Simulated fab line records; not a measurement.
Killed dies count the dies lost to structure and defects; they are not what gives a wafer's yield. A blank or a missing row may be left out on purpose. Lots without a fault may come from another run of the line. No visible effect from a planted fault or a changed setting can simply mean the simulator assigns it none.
Problem report, 8D (eight disciplines) form, completed by code || flow n5-finfet || the parts of the form that need people (team, actions taken, sign-off) are left out

## 1. WHAT WENT WRONG
dose-ions-cm2 at N5_WELL_APT_IMPLANT_15 reads a mean of 1.6473e+13 on 9 wafers of 3 lots; wafers without a fault read 1.4998e+13 with a standard deviation of 1.4e+10. That is +99 or more standard deviations from the usual mean.
The first sign was on wafer L681.2 at day 5 02:11, on implanter-02. The record holds 30 wafers of 10 lots with a number at this step. Rule for "out", or "out of limits": more than 4 standard deviations from the usual mean. All remaining wafers that have a number are taken as sound.

## 2. WHAT IT IS, AND WHAT IT ISN'T
{"question": "which readings at this step", "is": "dose-ions-cm2", "is not": "tilt-deg"}
{"question": "which lots", "is": "L681, L682, L684", "is not": "L669, L671, L673, L677, L680, L687, L690"}
{"question": "which wafers of those lots", "is": "all that have a number", "is not": "-"}
{"question": "read on which tools", "is": "implanter-02", "is not": "implanter-01"}
{"question": "when", "is": "from day 5 02:11", "is not": "up to then (15 sound wafers); but 6 sound wafers of L687, L690 came after"}

## 3. SUSPECTS, AND WHAT RULES EACH OUT
Counting: a tool stays on the suspect list if, at a process step up to the reading, it processed all lots that are out and no sound lot following the first of them.
- implanter-02 at N5_WELL_APT_IMPLANT_15: kept. All lots that are out passed through it, beginning with L681 at day 5 02:11, and no sound lot followed; its final sound lot before that point was L677 at day 4 02:26. Its own dose-ions-cm2 readings are out on those wafers.
Left after counting: implanter-02 at N5_WELL_APT_IMPLANT_15.

## 4. THE CAUSE (what the simulator had put in)
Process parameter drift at N5_WELL_APT_IMPLANT_15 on implanter-02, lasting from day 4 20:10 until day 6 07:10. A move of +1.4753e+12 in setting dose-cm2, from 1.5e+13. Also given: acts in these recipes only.
Only this tool survived the counting.

## 5. THE EFFECT CHAIN, in route order
Each row: a reading whose mean over the struck wafers that have a number lies more than 3 standard deviations from the usual. Only readings for which the record gives a usual standard deviation are gone through. hours: the time from each lot's start at the first step in this table that gives one to its start at this step, as a median over the lots. sigmas: the change in usual standard deviations.
{"hours": 0, "step": "N5_WELL_APT_IMPLANT_15", "reading": "dose-ions-cm2", "usual": 1.4998e+13, "on struck wafers": 1.6473e+13, "change": "+1.4750e+12", "sigmas": "+99 or more"}
{"hours": 0, "step": "N5_WELL_APT_IMPLANT_15", "reading": "faraday-current-uA", "usual": 190, "on struck wafers": 209, "change": "+19", "sigmas": "+5.0"}
Here are the process steps it includes:
- N5_WELL_APT_IMPLANT_15
At these later measuring or inspecting steps, every struck wafer for which the step has a row has a number for every such reading, and none has moved that far: N5_BEOL_M4_RC_MEAS_101.

## 6. WHAT WOULD HAVE CAUGHT IT SOONER
6 hours passed between the start of the fault at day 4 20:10 and the first reading out of limits in this record, taken at day 5 02:11.
